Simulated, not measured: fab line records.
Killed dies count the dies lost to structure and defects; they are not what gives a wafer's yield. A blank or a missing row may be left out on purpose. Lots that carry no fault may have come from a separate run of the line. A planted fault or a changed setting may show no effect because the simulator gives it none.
Chamber matching	flow n5Finfet	N5_BEOL_M14_ETCH_68 on rieDiel-01: 4 sister chambers
The step etches SOC in N2/H2, time 450 s. 8 wafers are shown with their chamber, then 7 later ones without.

## WAFERS WITH THEIR CHAMBER
wafer	chamber	drypumpMotorCurrentA (A)	showerheadPlenumPTorr (Torr)
L083.2	0	5.8	2.63
L083.4	2	5.1	2.45
L083.6	3	5.7	2.61
L086.1	2	5.1	2.44
L086.3	0	5.8	2.63
L086.5	1	6.1	2.52
L090.1	1	6.1	2.51
L090.5	3	5.8	2.60

## WAFERS WITH NO CHAMBER GIVEN
wafer	drypumpMotorCurrentA (A)	showerheadPlenumPTorr (Torr)
L090.6	5.8	2.62
L095.3	5.8	2.60
L095.4	5.1	2.43
L095.6	5.8	2.60
L091.1	5.8	2.62
L091.5	5.8	2.60
L091.6	5.8	2.62

## EACH ONE'S CHAMBER
wafer	from the rows above	in truth
L090.6	can't be placed: 0 or 3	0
L095.3	3	3
L095.4	2	2
L095.6	3	3
L091.1	can't be placed: 0 or 3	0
L091.5	3	3
L091.6	can't be placed: 0 or 3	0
4 of 7 placed correctly. Cannot be placed on the basis of these rows: 3; the candidates contain the true chamber in 3. Placed wrongly: 0.
How it was worked out, from the rows above alone: a wafer's distance from a chamber is the root of the sum, over the readings, of the square of ((its reading less the chamber's mean) divided by the reading's scatter). The wafer belongs to the nearest chamber; if the next one is less than 2 further off, it can't be placed. The mean given for a chamber averages the wafers shown for that chamber. The scatter: the root of (the sum of the squares of (reading less its chamber's mean) over the shown wafers, divided by (wafers less chambers)).
